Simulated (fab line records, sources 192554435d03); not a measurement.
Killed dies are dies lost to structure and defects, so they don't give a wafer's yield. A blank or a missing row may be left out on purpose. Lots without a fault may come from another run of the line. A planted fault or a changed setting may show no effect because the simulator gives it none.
Chamber matching | flow n5_finfet | N5_BEOL_M5_CO_CAP_78 on cvd_co-01: 3 sister chambers
The step material Co, precursor CCTBA/H2, target thk 2 nm, time 102.1 s. 16 wafers are shown with their chamber, then 8 later ones without.

WAFERS WITH THEIR CHAMBER
wafer  | chamber | heater_power_w (W) | heater_power_outer_w (W)
L874.1 | 2       | 213                | 125
L874.2 | 1       | 270                | 132
L874.3 | 0       | 218                | 125
L877.1 | 1       | 271                | 132
L877.5 | 2       | 217                | 124
L877.6 | 0       | 223                | 124
L879.1 | 0       | 227                | 123
L879.2 | 2       | 219                | 124
L879.3 | 1       | 267                | 127
L881.1 | 0       | 221                | 128
L881.2 | 1       | 268                | 130
L881.6 | 0       | 221                | 124
L882.2 | 1       | 271                | 132
L882.5 | 0       | 224                | 124
L882.6 | 1       | 276                | 132
L883.1 | 0       | 223                | 124

SIGNATURES (means of the wafers above)
reading              | chamber 0 | chamber 1 | chamber 2 | scatter within a chamber
heater_power_w       | 222.43    | 270.50    | 216.33    | 2.99
heater_power_outer_w | 124.57    | 130.83    | 124.33    | 1.69
Rule: a wafer's distance from a chamber is the root of the sum, over the readings, of the square of ((its reading less the chamber's mean) divided by the reading's scatter). The wafer belongs to the nearest chamber; if the next one is less than 2 further off, it can't be placed. The scatter: the root of (the sum of the squares of (reading less its chamber's mean) over the shown wafers, divided by (wafers less chambers)).

WAFERS WITHOUT THEIR CHAMBER
wafer  | heater_power_w (W) | heater_power_outer_w (W)
L883.3 | 272                | 130
L883.5 | 220                | 124
L893.1 | 275                | 130
L893.2 | 225                | 122
L893.4 | 219                | 124
L894.2 | 272                | 132
L894.4 | 216                | 121
L894.6 | 225                | 128

WHICH CHAMBER EACH WENT THROUGH
wafer  | from the rows above     | in truth
L883.3 | 1                       | 1
L883.5 | can't be placed: 0 or 2 | 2
L893.1 | 1                       | 1
L893.2 | can't be placed: 0 or 2 | 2
L893.4 | can't be placed: 2 or 0 | 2
L894.2 | 1                       | 1
L894.4 | can't be placed: 2 or 0 | 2
L894.6 | can't be placed: 0 or 2 | 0
Placed correctly: 3 of 8. Can't be placed from these rows: 5 (the true chamber is among the candidates in 5). Placed wrongly: 0.
